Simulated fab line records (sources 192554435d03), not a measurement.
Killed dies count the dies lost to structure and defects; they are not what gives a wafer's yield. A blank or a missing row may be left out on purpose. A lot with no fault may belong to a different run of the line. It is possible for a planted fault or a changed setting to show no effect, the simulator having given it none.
fab line records ; flow n5Finfet
record: lots: 6; wafers: 18; lastDay: 18
route steps=1938 shown HKMG_FIN@389
lots that met no fault: from a run of the same line without faults
startH: the number of hours between the record's first day and the start of the first shown wafer of the lot ; waitH: hours from the lot's prior step to this one ; " as in the row above ; L1.1+2: one row covering several wafers at once ; - no value, or no start given ; * or withheld: withheld ; < > ~ a bound
route shown NAME@n: names a module that has steps shown in the file, with the first one's number in the route ; usual: mean/standard deviation of fault-free wafers ; same: alike in all rows ; chamber/n: place in a boat ; sites: each site's reading ; _std_site: their standard deviation ; _edge_site: the outer-site mean with the inner-site mean subtracted ; radiusMm: how far each site lies from the wafer's centre ; mask NAME#n: copy n ; behind: the tool/chamber that last shaped the wafer ; hold: reason for holding the lot/hours on hold/outcome of the hold ; device: the transistor (n, p or np) that didn't switch ; end of line: the tests these same wafers got at the end of their route ; for a step that has no rows: nothing shown but its recipe ; killed: count of dies lost to structure and defects at first sort (not the wafer's yield) ; map: the dies of a wafer, with x for killed, . for not killed, _ for no die there
set.NAME: the setting that was run; set.NAME@STEP: the one run at that earlier step ; model.NAME: the simulator's own value behind a step, which no gauge read
a table for each step, a row for each wafer; lots at some steps of the route
services: when a tool's chamber went out of use (startH, in hours from the record's first day, below 0 if earlier), for how many hours, and the reason
== steps ==
step: N5_HKMG_FIN_ALD_75
recipe: material: Al2O3; targetThkA: 10; tempC: 150; aldPrecursorFamily: TMA; aldCoReactant: H2O; pulseTimeS: withheld; coReactantPulseTimeS: 1
usual: heaterPowerW: 149/11; precursorPulseHeightRel: 1.002/0.02; susceptorTempC: 150.01/0.14
lot.wafer;tool;chamber;startH;waitH;heaterPowerW;precursorPulseHeightRel;susceptorTempC
L158.4;aldHk-02;2;106.90;0.0;141;0.991;150.13
L158.5;aldHk-02;0;106.90;0.0;158;1.020;149.76
L158.6;aldHk-02;3;106.90;0.0;146;0.973;149.92
L161.1;aldHk-03;3;127.51;0.0;151;0.974;149.89
L161.2;aldHk-03;0;127.51;0.0;132;1.012;149.88
L161.5;aldHk-03;2;127.51;0.0;152;0.980;150.05
L162.2;aldHk-01;2;135.79;0.0;161;0.996;150.04
L162.3;aldHk-01;0;135.79;0.0;163;0.987;149.84
L162.5;aldHk-01;1;135.79;0.0;130;1.021;149.89
L172.1;aldHk-01;1;191.94;0.0;129;1.000;150.07
L172.2;aldHk-01;2;191.94;0.0;156;1.020;149.98
L172.6;aldHk-01;2;191.94;0.0;154;1.006;149.89
L173.1;aldHk-02;0;199.96;0.0;162;1.011;149.73
L173.4;aldHk-02;2;199.96;0.0;138;0.949;150.00
L173.6;aldHk-02;0;199.96;0.0;159;0.995;149.97
L174.1;aldHk-02;3;204.97;0.0;146;1.021;150.05
L174.3;aldHk-02;2;204.97;0.0;136;1.016;150.18
L174.5;aldHk-02;1;204.97;0.0;144;1.000;149.98
step: N5_HKMG_FIN_COAT_41
recipe: resist: SOC; tempC: 250; timeS: 60; spinRpm: 1500; resistThkNm: 300
step: N5_HKMG_FIN_COAT_42
recipe: resist: SiARC; tempC: 220; timeS: 60; spinRpm: 1500; resistThkNm: 35
step: N5_HKMG_FIN_COAT_43
recipe: resist: CAR-ArF; spinRpm: 1500; resistThkNm: 90
step: N5_HKMG_FIN_EBR_45
recipe: solvent: PGMEA; ebrWidthMm: 1.5
step: N5_HKMG_FIN_SOFTBAKE_44
recipe: tempC: 110; timeS: 60; resist: CAR-ArF
step: N5_HKMG_FIN_EXPOSE_46
recipe: maskId: NDIPOLE; na: 1.35; sourceShape: conventional; sigmaOuter: 0.8; polarization: unpolarized; doseMj: 40
step: N5_HKMG_FIN_PEB_47
recipe: pebTempC: withheld; pebTimeS: 60; resist: CAR-ArF
step: N5_HKMG_FIN_DEVELOP_48
recipe: developTimeS: 30; developer: TMAH; resist: CAR-ArF; rinseLiquid: diw; dry: airSpin; devTempC: 23
step: N5_HKMG_FIN_CD_MEAS_49
recipe: targetCdNm: 202; landingEnergyEv: 500; detector: seInlens; polarity: opening
usual: cdNm: 202.0/0.58
lot.wafer;tool;chamber;startH;waitH;cdNm
L158.4;cdSem-01;0;107.37;-;201.8
L158.5;cdSem-01;0;107.37;-;202.0
L158.6;cdSem-01;0;107.37;-;201.7
L161.1;cdSem-02;0;127.85;-;202.2
L161.2;cdSem-02;0;127.85;-;201.5
L161.5;cdSem-02;0;127.85;-;202.2
L162.2;cdSem-01;0;136.13;-;203.1
L162.3;cdSem-01;0;136.13;-;201.8
L162.5;cdSem-01;0;136.13;-;202.3
L172.1;cdSem-01;0;192.28;-;201.5
L172.2;cdSem-01;0;192.28;-;201.9
L172.6;cdSem-01;0;192.28;-;201.6
L173.1;cdSem-03;0;200.42;-;201.9
L173.4;cdSem-03;0;200.42;-;202.9
L173.6;cdSem-03;0;200.42;-;201.0
L174.1;cdSem-02;0;205.44;-;200.7
L174.3;cdSem-02;0;205.44;-;201.4
L174.5;cdSem-02;0;205.44;-;201.2
step: N5_HKMG_FIN_OVL_MEAS_50
recipe: pointsPerWafer: 44
usual: NDIPOLE_OVL: 0.3/0.62
lot.wafer;tool;chamber;startH;waitH;NDIPOLE_OVL[nm]
L158.4;overlay-02;0;107.40;0.0;-0.4
L158.5;overlay-02;0;107.40;0.0;0.2
L158.6;overlay-02;0;107.40;0.0;-0.3
L161.1;overlay-01;0;127.88;0.0;1.2
L161.2;overlay-01;0;127.88;0.0;0.7
L161.5;overlay-01;0;127.88;0.0;1.2
L162.2;overlay-02;0;136.16;0.0;1.4
L162.3;overlay-02;0;136.16;0.0;-0.6
L162.5;overlay-02;0;136.16;0.0;0.7
L172.1;overlay-02;0;192.31;0.0;0.2
L172.2;overlay-02;0;192.31;0.0;0.5
L172.6;overlay-02;0;192.31;0.0;0.7
L173.1;overlay-02;0;200.45;0.0;0.6
L173.4;overlay-02;0;200.45;0.0;0.7
L173.6;overlay-02;0;200.45;0.0;0.0
L174.1;overlay-02;0;205.47;0.0;0.7
L174.3;overlay-02;0;205.47;0.0;0.6
L174.5;overlay-02;0;205.47;0.0;0.9
step: N5_HKMG_FIN_INSPECT_61
recipe: mode: adi; inspectInstrument: macro
usual: rawDefectCount: 1.8/1.3
lot.wafer;tool;chamber;startH;waitH;rawDefectCount
L158.4;defectInspect-02;-;107.43;0.0;0
L158.5;defectInspect-02;-;107.43;0.0;1
L158.6;defectInspect-02;-;107.43;0.0;0
L161.1;defectInspect-01;-;127.91;0.0;1
L161.2;defectInspect-01;-;127.91;0.0;2
L161.5;defectInspect-01;-;127.91;0.0;2
L162.2;defectInspect-01;-;136.18;0.0;2
L162.3;defectInspect-01;-;136.18;0.0;3
L162.5;defectInspect-01;-;136.18;0.0;4
L172.1;defectInspect-01;-;192.34;0.0;1
L172.2;defectInspect-01;-;192.34;0.0;1
L172.6;defectInspect-01;-;192.34;0.0;2
L173.1;defectInspect-01;-;200.48;0.0;4
L173.4;defectInspect-01;-;200.48;0.0;1
L173.6;defectInspect-01;-;200.48;0.0;2
L174.1;defectInspect-01;-;205.49;0.0;1
L174.3;defectInspect-01;-;205.49;0.0;3
L174.5;defectInspect-01;-;205.49;0.0;4
step: N5_HKMG_FIN_DESCUM_53
recipe: chemistry: O2; timeS: 7.9; sourcePowerW: 50; biasPowerW: 20; pressureMtorr: 20; rfFrequencyHz: 2.712e+07; tempC: 40; resist: CAR-ArF; o2FlowSccm: 225
usual: drypumpMotorCurrentA: 5.7/0.44; oesProductAu: 0.81/0.076; rfVppV: 242.8/1.4; showerheadPlenumPTorr: 2.07/0.07; throttleValvePct: 20.35/0.16
lot.wafer;tool;chamber;startH;waitH;drypumpMotorCurrentA;oesProductAu;rfHoursCounterH;rfVppV;showerheadPlenumPTorr;throttleValvePct;model.CAR-ArF_of_HKMG_FIN_COAT_43.thkNm
L158.4;rieDiel-02;3;107.46;0.0;5.9;0.79;107;245.0;2.20;20.11;83.4
L158.5;rieDiel-02;2;107.46;0.0;5.7;0.94;-;243.5;2.03;20.36;83.4
L158.6;rieDiel-02;1;107.46;0.0;6.1;0.78;-;243.5;2.00;20.36;83.2
L161.1;rieDiel-01;2;128.13;0.2;5.6;0.79;107;242.8;2.12;20.40;83.4
L161.2;rieDiel-01;1;128.13;0.2;5.0;0.70;237;241.4;1.99;20.78;83.4
L161.5;rieDiel-01;2;128.13;0.2;5.7;0.80;-;242.9;2.12;20.41;83.4
L162.2;rieDiel-01;2;136.69;0.5;5.6;0.78;110;243.7;2.11;20.42;83.8
L162.3;rieDiel-01;0;136.69;0.5;6.2;0.86;48;243.2;2.03;20.32;83.6
L162.5;rieDiel-01;2;136.69;0.5;5.6;0.79;-;243.5;2.11;20.41;83.8
L172.1;rieDiel-02;2;192.37;0.0;5.7;0.87;52;241.7;2.02;20.42;84.2
L172.2;rieDiel-02;3;192.37;0.0;5.9;0.76;140;244.4;2.19;20.15;84
L172.6;rieDiel-02;0;192.37;0.0;5.2;0.69;-;243.9;2.06;20.40;84.2
L173.1;rieDiel-02;3;200.51;0.0;5.9;0.76;143;245.1;2.19;20.16;84.6
L173.4;rieDiel-02;2;200.51;0.0;5.7;0.87;55;243.5;2.02;20.43;84.4
L173.6;rieDiel-02;1;200.51;0.0;6.1;0.76;-;240.7;1.99;20.42;84.6
L174.1;rieDiel-04;1;205.61;0.1;5.4;0.74;150;242.4;2.01;20.49;83.8
L174.3;rieDiel-04;0;205.61;0.1;6.2;0.86;47;242.0;2.02;20.20;83.6
L174.5;rieDiel-04;2;205.61;0.1;4.7;0.86;-;243.1;2.12;20.14;83.2
step: N5_HKMG_FIN_ETCH_54
recipe: chemistry: CF4; target: SiARC; targetDepthA: 455; maskMaterial: CAR-ArF; timeS: 75.8; ionEnergyEv: 80; pressureMtorr: 40; sourceW: 545; biasW: 36; Ar_flow_sccm: 100; cf4FlowSccm: 100; ends: cleared
usual: drypumpMotorCurrentA: 5.7/0.44; etchRfOnTimeS: 75.6/1.3; oesProductAu: 0.69/0.065; rfVppV: 183.8/1.2; showerheadPlenumPTorr: 2.12/0.064; throttleValvePct: 15.57/0.17
lot.wafer;tool;chamber;startH;waitH;drypumpMotorCurrentA;etchRfOnTimeS;oesProductAu;rfHoursCounterH;rfVppV;showerheadPlenumPTorr;throttleValvePct;model.CAR-ArF_of_HKMG_FIN_COAT_43.thkNm
L158.4;rieDiel-02;3;107.49;0.0;5.9;75.8;0.68;107;185.4;2.24;15.25;50.8
L158.5;rieDiel-02;2;107.49;0.0;5.7;74.0;0.79;-;183.6;2.11;15.62;50.8
L158.6;rieDiel-02;1;107.49;0.0;6.1;75.3;0.67;-;183.1;2.07;15.65;50.6
L161.1;rieDiel-01;2;128.17;0.0;5.6;76.7;0.66;107;185.4;2.16;15.53;50.6
L161.2;rieDiel-01;1;128.17;0.0;5.0;74.7;0.59;237;182.9;2.02;15.83;50.8
L161.5;rieDiel-01;2;128.17;0.0;5.6;76.8;0.66;-;184.5;2.16;15.54;50.8
L162.2;rieDiel-01;2;136.73;0.0;5.7;76.9;0.66;110;183.7;2.15;15.54;51.4
L162.3;rieDiel-01;0;136.73;0.0;6.2;74.3;0.74;48;183.7;2.10;15.59;51
L162.5;rieDiel-01;2;136.73;0.0;5.7;76.8;0.66;-;184.1;2.15;15.55;51.2
L172.1;rieDiel-02;2;192.40;0.0;5.7;74.6;0.74;52;182.2;2.09;15.70;51.6
L172.2;rieDiel-02;3;192.40;0.0;5.9;76.1;0.64;140;185.7;2.23;15.30;51.4
L172.6;rieDiel-02;0;192.40;0.0;5.2;77.3;0.59;-;184.7;2.13;15.80;51.6
L173.1;rieDiel-02;3;200.55;0.0;5.9;76.3;0.64;143;186.0;2.23;15.34;52
L173.4;rieDiel-02;2;200.55;0.0;5.7;74.4;0.74;55;182.2;2.09;15.70;52
L173.6;rieDiel-02;1;200.55;0.0;6.1;75.5;0.64;-;182.6;2.06;15.73;52
L174.1;rieDiel-04;1;205.64;0.0;5.4;76.2;0.65;150;182.6;2.06;15.64;51.2
L174.3;rieDiel-04;0;205.64;0.0;6.2;75.9;0.73;47;181.0;2.11;15.60;50.8
L174.5;rieDiel-04;2;205.64;0.0;4.7;77.0;0.74;-;184.2;2.17;15.34;50.6
step: N5_HKMG_FIN_ETCH_55
recipe: chemistry: N2/H2; target: SOC; targetDepthA: 2400; tempC: 40; timeS: 300; ionEnergyEv: 200; maskMaterial: SiARC; pressureMtorr: 30; sourceW: 840; biasW: 150; n2FlowSccm: 200; h2FlowSccm: 200
usual: drypumpMotorCurrentA: 5.7/0.44; oesProductAu: 0.81/0.075; rfVppV: 523.1/2.4; showerheadPlenumPTorr: 2.52/0.083; throttleValvePct: 17.82/0.23
lot.wafer;tool;chamber;startH;waitH;drypumpMotorCurrentA;oesProductAu;rfHoursCounterH;rfVppV;showerheadPlenumPTorr;throttleValvePct
L158.4;rieDiel-02;3;107.55;0.0;5.9;0.79;107;527.2;2.68;17.48
L158.5;rieDiel-02;2;107.55;0.0;5.7;0.93;-;522.3;2.51;18.13
L158.6;rieDiel-02;1;107.55;0.0;6.1;0.79;-;520.8;2.44;17.71
L161.1;rieDiel-01;2;128.23;0.0;5.6;0.78;107;524.4;2.57;17.93
L161.2;rieDiel-01;1;128.23;0.0;5.0;0.69;237;520.3;2.39;18.01
L161.5;rieDiel-01;2;128.23;0.0;5.6;0.79;-;524.2;2.57;17.92
L162.2;rieDiel-01;2;136.78;0.0;5.6;0.79;111;524.3;2.57;17.93
L162.3;rieDiel-01;0;136.78;0.0;6.2;0.86;48;521.4;2.47;17.66
L162.5;rieDiel-01;2;136.78;0.0;5.7;0.78;-;524.7;2.57;17.93
L172.1;rieDiel-02;2;192.46;0.0;5.7;0.87;53;521.7;2.49;18.20
L172.2;rieDiel-02;3;192.46;0.0;5.9;0.76;140;527.4;2.66;17.55
L172.6;rieDiel-02;0;192.46;0.0;5.2;0.70;-;522.0;2.52;18.00
L173.1;rieDiel-02;3;200.60;0.0;5.9;0.76;143;527.0;2.66;17.56
L173.4;rieDiel-02;2;200.60;0.0;5.7;0.86;55;523.1;2.49;18.19
L173.6;rieDiel-02;1;200.60;0.0;6.2;0.75;-;520.0;2.42;17.78
L174.1;rieDiel-04;1;205.70;0.0;5.4;0.76;150;520.1;2.46;18.13
L174.3;rieDiel-04;0;205.70;0.0;6.2;0.85;47;521.1;2.47;17.67
L174.5;rieDiel-04;2;205.70;0.0;4.7;0.86;-;524.8;2.58;17.56
== services ==
tool;chamber;startH;hours;kind
rieDiel-04;2;85.92;7.1;repair
rieDiel-01;0;90.34;2.5;repair
rieDiel-04;-;93.97;28.1;pm
rieDiel-01;3;123.27;6.5;repair
rieDiel-02;0;128.23;12.0;repair
rieDiel-04;-;131.45;0.3;repair
aldHk-01;-;145.53;0.8;repair
rieDiel-01;1;162.05;-;clean
rieDiel-01;1;162.05;-;consumableReplace:focusRing
rieDiel-01;1;162.05;-;consumableReplace:showerhead
rieDiel-01;1;162.05;22.6;scheduledDown
rieDiel-01;1;162.05;22.6;ventCycle
rieDiel-01;-;196.61;0.9;repair
rieDiel-04;3;198.02;17.3;repair
== key ==
firstSign none at tools or gauges
modelEffect: step: N5_HKMG_FIN_DESCUM_53; value: CAR-ArF_of_HKMG_FIN_COAT_43.thkNm; without: 83.47; struck: 84.33
modelEffect: step: N5_HKMG_FIN_ETCH_54; value: CAR-ArF_of_HKMG_FIN_COAT_43.thkNm; without: 50.87; struck: 51.77
metAt N5_HKMG_FIN_DESCUM_53
struckWafers L172.1,L172.2,L172.6,L173.1,L173.4,L173.6
rowsEnd L172.1,L172.2,L172.6
onsetBetween 107.46 192.37
fault: kind: processParameterDrift; tool: rieDiel-02; chamber: -; onsetH: 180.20; steps: N5_HKMG_FIN_DESCUM_53; channel: timeS; offset: *; shape: step; actsIn: *; stated: *
rowsEnd: these wafers met a further fault down the route, and their rows from its step on are left out
